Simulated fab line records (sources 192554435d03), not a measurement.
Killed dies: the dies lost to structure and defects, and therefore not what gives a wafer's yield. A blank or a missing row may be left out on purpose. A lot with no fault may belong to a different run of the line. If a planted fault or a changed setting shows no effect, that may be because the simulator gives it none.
Split-lot experiment || flow n5 finfet || on a route of 1938 steps: 7 lots, 21 wafers read

## ON THE SPLIT
At N5_SD_ACTIVATION_LSA_01 (time 0.0008 s), the setting temp c was moved away from the recipe's 1080 C on 9 of the 21 wafers read, by +0.9% to +3.0%. All remaining wafers had this setting at the recipe value.

Between the split and the reading, the file records no step.

## THE READING
RS_SD_N in ohm/sq, measured at N5_SD_ACTIVATION_RS_MEAS_03 by four-point-probe. Fault-free wafers of this fab line usually give 21.79 ohm/sq, standard deviation 0.28 ohm/sq.

{"wafer": "L074.1", "tool, chamber at the split": "laser anneal-01, 0", "temp c as run, C": 1080, "against the recipe": "recipe", "RS_SD_N, ohm/sq": 22.16, "against lot-mates on the recipe": "-"}
{"wafer": "L074.2", "tool, chamber at the split": "laser anneal-01, 0", "temp c as run, C": 1108, "against the recipe": "+2.6%", "RS_SD_N, ohm/sq": 18.73, "against lot-mates on the recipe": -3.34}
{"wafer": "L074.4", "tool, chamber at the split": "laser anneal-01, 0", "temp c as run, C": 1080, "against the recipe": "recipe", "RS_SD_N, ohm/sq": 21.99, "against lot-mates on the recipe": "-"}
{"wafer": "L081.3", "tool, chamber at the split": "laser anneal-02, 0", "temp c as run, C": 1090, "against the recipe": "+0.9%", "RS_SD_N, ohm/sq": 20.71, "against lot-mates on the recipe": -1.24}
{"wafer": "L081.4", "tool, chamber at the split": "laser anneal-02, 0", "temp c as run, C": 1090, "against the recipe": "+0.9%", "RS_SD_N, ohm/sq": 21.10, "against lot-mates on the recipe": -0.85}
{"wafer": "L081.6", "tool, chamber at the split": "laser anneal-02, 0", "temp c as run, C": 1080, "against the recipe": "recipe", "RS_SD_N, ohm/sq": 21.95, "against lot-mates on the recipe": "-"}
{"wafer": "L083.1", "tool, chamber at the split": "laser anneal-02, 0", "temp c as run, C": 1112, "against the recipe": "+3.0%", "RS_SD_N, ohm/sq": 18.34, "against lot-mates on the recipe": -3.43}
{"wafer": "L083.5", "tool, chamber at the split": "laser anneal-02, 0", "temp c as run, C": 1080, "against the recipe": "recipe", "RS_SD_N, ohm/sq": 21.77, "against lot-mates on the recipe": "-"}
{"wafer": "L083.6", "tool, chamber at the split": "laser anneal-02, 0", "temp c as run, C": 1112, "against the recipe": "+3.0%", "RS_SD_N, ohm/sq": 18.26, "against lot-mates on the recipe": -3.51}
{"wafer": "L091.3", "tool, chamber at the split": "laser anneal-02, 0", "temp c as run, C": 1104, "against the recipe": "+2.2%", "RS_SD_N, ohm/sq": 19.30, "against lot-mates on the recipe": -2.56}
{"wafer": "L091.4", "tool, chamber at the split": "laser anneal-02, 0", "temp c as run, C": 1080, "against the recipe": "recipe", "RS_SD_N, ohm/sq": 21.86, "against lot-mates on the recipe": "-"}
{"wafer": "L091.5", "tool, chamber at the split": "laser anneal-02, 0", "temp c as run, C": 1104, "against the recipe": "+2.2%", "RS_SD_N, ohm/sq": 19.29, "against lot-mates on the recipe": -2.57}
{"wafer": "L092.1", "tool, chamber at the split": "laser anneal-01, 0", "temp c as run, C": 1109, "against the recipe": "+2.7%", "RS_SD_N, ohm/sq": 18.37, "against lot-mates on the recipe": -3.31}
{"wafer": "L092.3", "tool, chamber at the split": "laser anneal-01, 0", "temp c as run, C": 1080, "against the recipe": "recipe", "RS_SD_N, ohm/sq": 21.68, "against lot-mates on the recipe": "-"}
{"wafer": "L092.4", "tool, chamber at the split": "laser anneal-01, 0", "temp c as run, C": 1109, "against the recipe": "+2.7%", "RS_SD_N, ohm/sq": 18.75, "against lot-mates on the recipe": -2.93}
{"wafer": "L095.1", "tool, chamber at the split": "laser anneal-02, 0", "temp c as run, C": 1080, "against the recipe": "recipe", "RS_SD_N, ohm/sq": 21.77, "against lot-mates on the recipe": "-"}
{"wafer": "L095.3", "tool, chamber at the split": "laser anneal-02, 0", "temp c as run, C": 1080, "against the recipe": "recipe", "RS_SD_N, ohm/sq": 21.65, "against lot-mates on the recipe": "-"}
{"wafer": "L095.5", "tool, chamber at the split": "laser anneal-02, 0", "temp c as run, C": 1080, "against the recipe": "recipe", "RS_SD_N, ohm/sq": 21.31, "against lot-mates on the recipe": "-"}
{"wafer": "L097.1", "tool, chamber at the split": "laser anneal-02, 0", "temp c as run, C": 1080, "against the recipe": "recipe", "RS_SD_N, ohm/sq": 21.38, "against lot-mates on the recipe": "-"}
{"wafer": "L097.2", "tool, chamber at the split": "laser anneal-02, 0", "temp c as run, C": 1080, "against the recipe": "recipe", "RS_SD_N, ohm/sq": 21.34, "against lot-mates on the recipe": "-"}
{"wafer": "L097.3", "tool, chamber at the split": "laser anneal-02, 0", "temp c as run, C": 1080, "against the recipe": "recipe", "RS_SD_N, ohm/sq": 21.61, "against lot-mates on the recipe": "-"}

FIT RESULTS
A straight line over all 21 wafers: RS_SD_N changes by -1.14 ohm/sq for each +1% of temp c; r = -0.99; the points scatter about the line by 0.24 ohm/sq.
The same after taking each lot's own level away (the mean of its wafers on the recipe; 21 wafers): -1.18 ohm/sq for each +1%; r = -1.00; scatter 0.15 ohm/sq.
On that fit, the largest move of temp c shifts the reading by 3.5 ohm/sq.
The span of the lots' own levels, 21.443 to 22.075 ohm/sq, comes to 2.3 times the standard deviation stated above.
Hence the lot-to-lot level has little effect on the slope; both slopes agree.
Check: -3.51 ohm/sq against its lot-mates is what the line predicts for one of the wafers moved furthest among these (+3.0%) when that wafer is left out of the fit. It came out at -3.43 ohm/sq against them.
Tool readings at the split's step, against how far the setting was moved: wafer_temp_C_max r = +0.99.

## OTHER SPLITS APPLIED TO THESE WAFERS
These wafers also went through other splits before the reading. Each is held against what the fit with the lots' levels taken away leaves over:
{"other split on the same wafers": "N5_WELL_APT_EXPOSE_05 dose mj", "wafers away from the commonest value": 9, "r with RS_SD_N (lot level and that fit taken away)": -0.03}
{"other split on the same wafers": "N5_WELL_APT_DESCUM_13 time s", "wafers away from the commonest value": 4, "r with RS_SD_N (lot level and that fit taken away)": -0.10}
{"other split on the same wafers": "N5_FIN_SAQP_ALD_61 temp c", "wafers away from the commonest value": 10, "r with RS_SD_N (lot level and that fit taken away)": -0.30}
{"other split on the same wafers": "N5_FIN_SAQP_EXPOSE_13 dose mj", "wafers away from the commonest value": 6, "r with RS_SD_N (lot level and that fit taken away)": "+0.04"}
{"other split on the same wafers": "N5_FIN_SAQP_MANDREL_ETCH_22 icp w", "wafers away from the commonest value": 9, "r with RS_SD_N (lot level and that fit taken away)": "+0.27"}
{"other split on the same wafers": "N5_FIN_CUT_ETCH_21 bias w", "wafers away from the commonest value": 5, "r with RS_SD_N (lot level and that fit taken away)": "+0.06"}
{"other split on the same wafers": "N5_SD_EPI_N_ETCH_16 target depth a", "wafers away from the commonest value": 4, "r with RS_SD_N (lot level and that fit taken away)": "+0.10"}

## THE WHOLE CHAIN: every reading that the file lists as answering this split, in the file's order
{"step": "N5_SD_ACTIVATION_LSA_01", "what it does": "time 0.0008 s", "reading": "wafer_temp_C_max", "change (the file's fit)": "withheld for each +1% of the setting", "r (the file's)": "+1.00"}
{"step": "N5_SD_ACTIVATION_RS_MEAS_03", "what it does": "measures by four-point-probe", "reading": "RS_SD_N", "change (the file's fit)": "-1.19 for each +1% of the setting", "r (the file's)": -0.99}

## THE FILE'S OWN FIT
RS_SD_N changes by -1.19 ohm/sq for each +1% of temp c, r = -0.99.
